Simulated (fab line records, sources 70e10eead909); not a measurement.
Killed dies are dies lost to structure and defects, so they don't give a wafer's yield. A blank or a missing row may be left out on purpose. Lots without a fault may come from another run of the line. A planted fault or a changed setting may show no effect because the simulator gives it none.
fab line records | flow nand_harc
record lots=24 wafers=72 last_day=24
route steps=1159 shown A_CONTACT@945 A_BLC@974 A_M1@1046 A_BONDPAD@1082
lots that met no fault: from a run of the same line without faults
start_h: hours from the record's first day to the start of the lot's first wafer shown | wait_h: hours since the lot's step before | " the same as in the row above | L1.1+2: a row that stands for several wafers | - no value, or no start given | * or withheld: withheld | < > ~ a bound
route shown NAME@n: a module of which the file shows steps, and the number in the route of the first | usual: mean/standard deviation of fault-free wafers | same: alike in all rows | chamber/n: place in a boat | sites: the reading at each site | _std_site: their standard deviation | _edge_site: outer sites' mean less inner sites' | radius_mm: how far each site lies from the wafer's centre | mask NAME#n: copy n | behind: the tool/chamber that last shaped the wafer | hold: why the lot was held/for how many hours/how that ended | device: the transistor (n, p or np) that didn't switch | end of line: the same wafers' tests at the end of the route | a step without rows: its recipe alone | killed: dies lost to structure and defects at the first sort, not the wafer's yield | map: a wafer's dies, x killed, . not, _ none there
set.NAME: the setting as run; set.NAME@STEP: as run at that earlier step | model.NAME: the simulator's own value behind a step, which no gauge read
steps of the route over a sample of lots; a table a step, a row a wafer
services: from which hour (start_h, from the record's first day; less than 0 if before it) a tool's chamber was out of use, for how many hours, and why
## steps
# step NHARC_A_CONTACT_ETCH_136
# recipe source_w=withheld pressure_mtorr=20 bias_v=3000 time_s=132 target_depth_a=12870 ar_flow_sccm=withheld c4f8_flow_sccm=withheld o2_flow_sccm=withheld chemistry=C4F8/O2/Ar
# columns lot.wafer tool chamber start_h wait_h rf_hours_counter_h
L074.1 har_cap_etch-03 1 383.99 0.1 83
L074.4 " 1 " " -
L074.5 " 1 " " -
L076.4 har_cap_etch-03 1 413.79 0.1 -
L076.3 " 0 " " -
L076.5 " 0 " " -
L078.1 har_cap_etch-03 0 419.13 0.1 87
L078.2 " 1 " " 87
L078.6 " 1 " " -
L075.2 har_cap_etch-03 0 422.23 0.1 87
L075.4 " 0 " " -
L075.6 " 1 " " -
L077.4 har_cap_etch-03 1 429.16 0.1 -
L077.6 " 1 " " -
L077.5 " 0 " " -
L081.2 har_cap_etch-01 0 429.58 0.1 63
L081.3 " 1 " " -
L081.5 " 0 " " -
L080.1 har_cap_etch-01 1 436.52 0.1 65
L080.2 " 0 " " 65
L080.6 " 1 " " -
L082.1 har_cap_etch-01 0 439.10 0.1 66
L082.3 " 0 " " -
L082.6 " 0 " " -
L079.2 har_cap_etch-03 1 442.89 0.1 92
L079.4 " 0 " " -
L079.6 " 0 " " -
L084.2 har_cap_etch-02 1 447.18 0.1 22
L084.1 " 0 " " 22
L084.4 " 1 " " -
L083.1 har_cap_etch-03 1 450.44 0.1 94
L083.3 " 0 " " -
L083.5 " 1 " " -
L086.2 har_cap_etch-03 0 453.63 0.1 95
L086.4 " 0 " " -
L086.5 " 0 " " -
L085.1 har_cap_etch-01 0 457.81 0.1 71
L085.3 " 0 " " -
L085.5 " 0 " " -
L087.4 har_cap_etch-03 1 459.27 0.1 -
L087.5 " 1 " " -
L087.6 " 0 " " -
L089.1 har_cap_etch-03 0 471.93 0.1 96
L089.5 " 1 " " -
L089.6 " 0 " " -
L091.3 har_cap_etch-02 0 491.12 0.1 -
L091.5 " 0 " " -
L091.6 " 1 " " -
L093.2 har_cap_etch-01 1 492.44 0.1 78
L093.4 " 0 " " -
L093.6 " 1 " " -
L088.3 har_cap_etch-03 1 494.40 0.1 -
L088.4 " 0 " " -
L088.6 " 1 " " -
L090.2 har_cap_etch-02 1 499.15 0.1 32
L090.1 " 0 " " 32
L090.3 " 1 " " -
L092.1 har_cap_etch-01 1 500.28 0.1 80
L092.3 " 1 " " -
L092.4 " 0 " " -
L096.1 har_cap_etch-03 1 504.90 0.1 104
L096.3 " 1 " " -
L096.5 " 1 " " -
L094.1 har_cap_etch-01 1 505.17 0.1 81
L094.2 " 0 " " 81
L094.5 " 0 " " -
L095.2 har_cap_etch-02 0 509.61 0.1 34
L095.4 " 0 " " -
L095.6 " 1 " " -
L097.1 har_cap_etch-02 1 530.34 0.1 38
L097.2 " 0 " " 38
L097.3 " 0 " " -
# step NHARC_A_CONTACT_CD_MEAS_15
# usual cd_nm=90.1/0.51
# columns lot.wafer tool chamber start_h wait_h cd_nm
L074.1 cd_sem-01 - 384.98 - 89.8
L074.4 " - " " 90.5
L074.5 " - " " 90.0
L076.3 cd_sem-03 - 414.74 - 90.1
L076.4 " - " " 89.8
L076.5 " - " " 90.2
L078.1 cd_sem-02 - 420.12 - 89.1
L078.2 " - " " 89.5
L078.6 " - " " 89.5
L075.2 cd_sem-03 - 423.20 - 90.8
L075.4 " - " " 91.0
L075.6 " - " " 90.9
L077.4 cd_sem-01 - 430.11 - 89.1
L077.5 " - " " 89.9
L077.6 " - " " 89.9
L081.2 cd_sem-03 - 430.54 - 90.2
L081.3 " - " " 89.9
L081.5 " - " " 90.4
L080.1 cd_sem-01 - 437.51 - 89.4
L080.2 " - " " 89.5
L080.6 " - " " 90.0
L082.1 cd_sem-01 - 440.08 - 89.8
L082.3 " - " " 90.6
L082.6 " - " " 90.7
L079.2 cd_sem-03 - 443.86 - 90.2
L079.4 " - " " 89.1
L079.6 " - " " 90.2
L084.1 cd_sem-02 - 448.18 - 89.8
L084.2 " - " " 90.2
L084.4 " - " " 89.9
L083.1 cd_sem-01 - 451.43 - 90.7
L083.3 " - " " 89.9
L083.5 " - " " 91.5
L086.2 cd_sem-03 - 454.65 - 90.0
L086.4 " - " " 89.5
L086.5 " - " " 89.8
L085.1 cd_sem-03 - 458.96 - 90.0
L085.3 " - " " 90.1
L085.5 " - " " 90.2
L087.4 cd_sem-02 - 460.45 - 90.2
L087.5 " - " " 90.9
L087.6 " - " " 90.6
L089.1 cd_sem-03 - 472.90 - 89.4
L089.5 " - " " 89.9
L089.6 " - " " 89.1
L091.3 cd_sem-02 - 492.07 - 90.9
L091.5 " - " " 90.5
L091.6 " - " " 90.0
L093.2 cd_sem-02 - 493.44 - 89.8
L093.4 " - " " 90.2
L093.6 " - " " 90.3
L088.3 cd_sem-02 - 495.35 - 90.0
L088.4 " - " " 89.8
L088.6 " - " " 89.0
L090.1 cd_sem-03 - 500.14 - 90.2
L090.2 " - " " 90.2
L090.3 " - " " 89.6
L092.1 cd_sem-03 - 501.28 - 90.9
L092.3 " - " " 90.8
L092.4 " - " " 91.5
L096.1 cd_sem-02 - 505.86 - 89.4
L096.3 " - " " 89.9
L096.5 " - " " 89.4
L094.1 cd_sem-02 - 506.15 - 90.8
L094.2 " - " " 90.0
L094.5 " - " " 90.2
L095.2 cd_sem-01 - 511.11 - 90.0
L095.4 " - " " 90.3
L095.6 " - " " 90.2
L097.1 cd_sem-02 - 531.33 - 90.4
L097.2 " - " " 90.0
L097.3 " - " " 89.9
# step NHARC_A_BLC_CD_MEAS_10
# recipe target_cd_nm=100 landing_energy_ev=500
# usual cd_nm=100.0/0.58
# columns lot.wafer tool chamber start_h wait_h cd_nm
L074.1 cd_sem-01 0 397.96 - 100.2
L074.4 " 0 " " 100.7
L074.5 " 0 " " 99.8
L076.3 cd_sem-02 0 418.21 - 100.5
L076.4 " 0 " " 100.6
L076.5 " 0 " " 99.5
L078.1 cd_sem-03 0 423.17 - 99.2
L078.2 " 0 " " 99.0
L078.6 " 0 " " 99.6
L075.2 cd_sem-02 0 428.32 - 98.7
L075.4 " 0 " " 99.6
L075.6 " 0 " " 100.2
L077.4 cd_sem-01 0 433.02 - 100.7
L077.5 " 0 " " 100.0
L077.6 " 0 " " 100.0
L081.2 cd_sem-01 0 434.52 - 98.9
L081.3 " 0 " " 99.3
L081.5 " 0 " " 99.1
L080.1 cd_sem-02 0 448.72 - 100.0
L080.2 " 0 " " 100.3
L080.6 " 0 " " 101.1
L082.1 cd_sem-02 0 450.19 - 98.3
L082.3 " 0 " " 98.6
L082.6 " 0 " " 99.0
L079.2 cd_sem-03 0 452.92 - 99.9
L079.4 " 0 " " 100.1
L079.6 " 0 " " 100.7
L084.1 cd_sem-01 0 454.73 - 100.9
L084.2 " 0 " " 100.5
L084.4 " 0 " " 100.7
L083.1 cd_sem-03 0 456.57 - 100.5
L083.3 " 0 " " 100.1
L083.5 " 0 " " 99.9
L086.2 cd_sem-01 0 460.04 - 101.1
L086.4 " 0 " " 100.3
L086.5 " 0 " " 100.7
L085.1 cd_sem-02 0 461.97 - 100.0
L085.3 " 0 " " 100.1
L085.5 " 0 " " 100.5
L087.4 cd_sem-02 0 463.54 - 99.8
L087.5 " 0 " " 100.9
L087.6 " 0 " " 100.5
L089.1 cd_sem-01 0 480.71 - 100.0
L089.5 " 0 " " 99.9
L089.6 " 0 " " 101.6
L091.3 cd_sem-02 0 497.98 - 99.4
L091.5 " 0 " " 99.4
L091.6 " 0 " " 99.7
L093.2 cd_sem-02 0 499.25 - 100.2
L093.4 " 0 " " 99.8
L093.6 " 0 " " 99.9
L088.3 cd_sem-01 0 500.27 - 100.1
L088.4 " 0 " " 99.8
L088.6 " 0 " " 99.9
L090.1 cd_sem-03 0 503.14 - 100.7
L090.2 " 0 " " 99.7
L090.3 " 0 " " 101.2
L092.1 cd_sem-02 0 504.88 - 99.8
L092.3 " 0 " " 100.3
L092.4 " 0 " " 100.1
L096.1 cd_sem-03 0 510.03 - 99.9
L096.3 " 0 " " 99.7
L096.5 " 0 " " 100.1
L094.1 cd_sem-02 0 510.75 - 98.8
L094.2 " 0 " " 100.2
L094.5 " 0 " " 99.2
L095.2 cd_sem-01 0 517.33 - 100.1
L095.4 " 0 " " 100.7
L095.6 " 0 " " 100.1
L097.1 cd_sem-02 0 534.47 - 100.3
L097.2 " 0 " " 100.0
L097.3 " 0 " " 99.1
# step NHARC_A_BLC_CVD_24
# recipe target_thk_a=1500 temp_c=300 pressure_torr=40 wf6_flow_sccm=40 h2_flow_sccm=1600 ar_flow_sccm=1560 time_s=434 material=W
# usual heater_power_w=477/23 throttle_valve_pct=7.72/0.2
# columns lot.wafer tool chamber start_h wait_h heater_power_w throttle_valve_pct
L074.1 cvd_w-01 0 - - 495 7.45
L074.4 " 0 " " 487 7.40
L074.5 " 1 " " 497 7.83
L076.3 cvd_w-01 1 - - 490 7.81
L076.4 " 0 " " 504 7.37
L076.5 " 1 " " 491 7.96
L078.2 cvd_w-01 0 - - 501 7.46
L078.1 " 1 " " 483 7.77
L078.6 " 1 " " 506 7.81
L075.2 cvd_w-02 1 - - 470 7.91
L075.4 " 0 " " 453 7.43
L075.6 " 0 " " 448 7.49
L077.4 cvd_w-02 1 - - 472 7.73
L077.5 " 0 " " 443 7.58
L077.6 " 1 " " 466 7.85
L081.2 cvd_w-02 0 - - 450 7.66
L081.3 " 0 " " 444 7.62
L081.5 " 1 " " 474 7.77
L080.2 cvd_w-02 0 - - 448 7.65
L080.1 " 1 " " 462 7.75
L080.6 " 1 " " 464 7.81
L082.1 cvd_w-02 1 - - 473 7.61
L082.3 " 0 " " 454 7.37
L082.6 " 0 " " 452 7.56
L079.2 cvd_w-02 0 - - 463 7.51
L079.4 " 1 " " 467 7.52
L079.6 " 1 " " 461 7.87
L084.1 cvd_w-01 0 - - 523 7.50
L084.2 " 1 " " 505 8.11
L084.4 " 1 " " 510 7.65
L083.1 cvd_w-01 1 - - 497 7.97
L083.3 " 1 " " 494 8.04
L083.5 " 1 " " 486 7.96
L086.2 cvd_w-02 0 - - 449 7.49
L086.4 " 1 " " 469 7.87
L086.5 " 1 " " 479 7.68
L085.1 cvd_w-02 1 - - 455 7.97
L085.3 " 1 " " 474 7.67
L085.5 " 1 " " 470 7.77
L087.4 cvd_w-01 0 - - 520 7.67
L087.5 " 1 " " 488 7.91
L087.6 " 0 " " 511 7.54
L089.1 cvd_w-02 1 - - 470 7.75
L089.5 " 0 " " 455 7.92
L089.6 " 1 " " 453 8.14
L091.3 cvd_w-02 0 - - 442 7.71
L091.5 " 1 " " 467 7.78
L091.6 " 0 " " 461 7.78
L093.2 cvd_w-02 0 - - 462 7.64
L093.4 " 0 " " 452 7.83
L093.6 " 0 " " 450 7.80
L088.3 cvd_w-02 0 - - 449 7.87
L088.4 " 1 " " 468 7.55
L088.6 " 1 " " 463 7.69
L090.2 cvd_w-01 1 - - 499 8.04
L090.1 " 0 " " 498 7.36
L090.3 " 0 " " 499 7.57
L092.1 cvd_w-01 0 - - 508 7.65
L092.4 " 0 " " 515 7.41
L092.3 " 1 " " 494 7.75
L096.1 cvd_w-02 0 - - 450 7.62
L096.3 " 0 " " 448 7.60
L096.5 " 0 " " 458 7.44
L094.2 cvd_w-01 0 - - 516 7.43
L094.1 " 1 " " 495 8.01
L094.5 " 1 " " 508 8.27
L095.2 cvd_w-01 1 - - 490 8.11
L095.4 " 1 " " 485 8.19
L095.6 " 0 " " 483 7.45
L097.1 cvd_w-02 1 - - 482 7.89
L097.2 " 1 " " 478 7.71
L097.3 " 1 " " 464 7.53
# step NHARC_A_M1_DEGAS_29
# recipe temp_c=250 time_s=60
# usual heater_power_w=353/46
# columns lot.wafer tool chamber start_h wait_h heater_power_w
L074.1 pvd_sputter-03 - 419.10 - 419
L074.4 " - " " 364
L074.5 " - " " 356
L076.3 pvd_sputter-03 - 428.06 - 360
L076.4 " - " " 330
L076.5 " - " " 305
L078.2 pvd_sputter-03 - 434.41 - 353
L078.1 " - " " 318
L078.6 " - " " 370
L075.4 pvd_sputter-03 - 437.94 - 334
L075.2 " - " " 360
L075.6 " - " " 414
L077.4 pvd_sputter-02 - 450.30 - 309
L077.6 " - " " 288
L077.5 " - " " 467
L081.2 pvd_sputter-01 - 450.63 - 315
L081.3 " - " " 358
L081.5 " - " " 317
L080.2 pvd_sputter-01 - 460.92 - 397
L080.1 " - " " 352
L080.6 " - " " 402
L082.1 pvd_sputter-01 - 461.75 - 312
L082.3 " - " " 346
L082.6 " - " " 319
L079.4 pvd_sputter-01 - 464.89 - 317
L079.2 " - " " 351
L079.6 " - " " 336
L084.2 pvd_sputter-02 - 465.80 - 353
L084.1 " - " " 320
L084.4 " - " " 289
L083.3 pvd_sputter-02 - 467.05 - 288
L083.1 " - " " 464
L083.5 " - " " 284
L086.2 pvd_sputter-03 - 475.11 - 329
L086.4 " - " " 298
L086.5 " - " " 408
L085.1 pvd_sputter-01 - 475.48 - 313
L085.3 " - " " 341
L085.5 " - " " 402
L087.4 pvd_sputter-03 - 478.32 - 328
L087.5 " - " " 366
L087.6 " - " " 301
L089.1 pvd_sputter-01 - 499.82 - 335
L089.5 " - " " 318
L089.6 " - " " 349
L091.3 pvd_sputter-03 - 507.27 - 369
L091.5 " - " " 346
L091.6 " - " " 413
L093.2 pvd_sputter-01 - 510.36 - 356
L093.4 " - " " 412
L093.6 " - " " 342
L088.3 pvd_sputter-03 - 511.03 - 402
L088.4 " - " " 342
L088.6 " - " " 363
L090.1 pvd_sputter-02 - 514.80 - 318
L090.3 " - " " 295
L090.2 " - " " 470
L092.1 pvd_sputter-03 - 516.70 - 341
L092.4 " - " " 419
L092.3 " - " " 364
L096.1 pvd_sputter-02 - 522.38 - 311
L096.3 " - " " 464
L096.5 " - " " 307
L094.1 pvd_sputter-03 - 524.12 - 300
L094.2 " - " " 417
L094.5 " - " " 307
L095.2 pvd_sputter-02 - 529.22 - 466
L095.4 " - " " 359
L095.6 " - " " 291
L097.3 pvd_sputter-01 - 544.74 - 346
L097.1 " - " " 306
L097.2 " - " " 333
# step NHARC_A_BONDPAD_DEGAS_25
# recipe temp_c=300 time_s=60
# usual heater_power_w=490/61
# columns lot.wafer tool chamber start_h wait_h heater_power_w
L074.4 pvd_sputter-03 - 423.62 - 575
L074.1 " - " " 491
L074.5 " - " " 456
L076.4 pvd_sputter-03 - 432.96 - 430
L076.3 " - " " 456
L076.5 " - " " 458
L078.1 pvd_sputter-01 - 439.11 - 552
L078.2 " - " " 483
L078.6 " - " " 503
L075.2 pvd_sputter-03 - 442.48 - 504
L075.4 " - " " 440
L075.6 " - " " 577
L077.4 pvd_sputter-02 - 454.93 - 642
L077.5 " - " " 437
L077.6 " - " " 415
L081.3 pvd_sputter-01 - 455.37 - 463
L081.2 " - " " 489
L081.5 " - " " 570
L080.2 pvd_sputter-02 - 466.04 - 441
L080.1 " - " " 412
L080.6 " - " " 621
L082.3 pvd_sputter-01 - 466.57 - 508
L082.1 " - " " 455
L082.6 " - " " 498
L079.2 pvd_sputter-03 - 469.55 - 424
L079.4 " - " " 461
L079.6 " - " " 415
L084.4 pvd_sputter-03 - 470.63 - 427
L084.2 " - " " 477
L084.1 " - " " 507
L083.3 pvd_sputter-03 - 471.72 - 464
L083.1 " - " " 565
L083.5 " - " " 470
L086.2 pvd_sputter-02 - 479.80 - 479
L086.4 " - " " 630
L086.5 " - " " 434
L085.1 pvd_sputter-03 - 480.43 - 523
L085.3 " - " " 432
L085.5 " - " " 481
L087.4 pvd_sputter-01 - 483.13 - 479
L087.5 " - " " 467
L087.6 " - " " 454
L089.1 pvd_sputter-01 - 504.53 - 433
L089.5 " - " " 547
L089.6 " - " " 464
L091.3 pvd_sputter-02 - 511.97 - 444
L091.6 " - " " 645
L091.5 " - " " 482
L093.2 pvd_sputter-03 - 514.87 - 412
L093.4 " - " " 568
L093.6 " - " " 510
L088.3 pvd_sputter-02 - 515.73 - 656
L088.4 " - " " 482
L088.6 " - " " 437
L090.1 pvd_sputter-03 - 519.35 - 587
L090.3 " - " " 520
L090.2 " - " " 469
L092.4 pvd_sputter-03 - 521.45 - 471
L092.3 " - " " 508
L092.1 " - " " 423
L096.1 pvd_sputter-03 - 527.23 - 509
L096.3 " - " " 489
L096.5 " - " " 423
L094.1 pvd_sputter-03 - 529.03 - 469
L094.2 " - " " 421
L094.5 " - " " 556
L095.2 pvd_sputter-02 - 533.78 - 486
L095.4 " - " " 625
L095.6 " - " " 427
L097.1 pvd_sputter-03 - 549.31 - 517
L097.2 " - " " 415
L097.3 " - " " 568
## services
# columns tool chamber start_h hours kind
pvd_sputter-03 - 376.11 16.5 repair
cvd_w-02 - 376.32 13.0 pm
cvd_w-02 0 376.32 13.0 vent_cycle
cvd_w-02 1 376.32 20.8 vent_cycle
cvd_w-02 0 389.32 - clean
pvd_sputter-02 - 392.02 10.0 pm
har_cap_etch-03 - 416.17 0.5 repair
pvd_sputter-03 - 458.02 10.0 pm
cvd_w-01 - 477.95 13.0 pm
cvd_w-01 0 477.95 13.0 vent_cycle
cvd_w-01 1 477.95 22.7 vent_cycle
cvd_w-01 0 490.95 - clean
pvd_sputter-01 - 514.06 10.0 pm
cvd_w-02 0 528.98 10.5 repair
pvd_sputter-03 - 540.36 1.3 repair
har_cap_etch-03 - 545.00 17.0 pm
har_cap_etch-03 0 545.00 17.0 vent_cycle
har_cap_etch-03 1 545.00 17.0 vent_cycle
## key
fault none
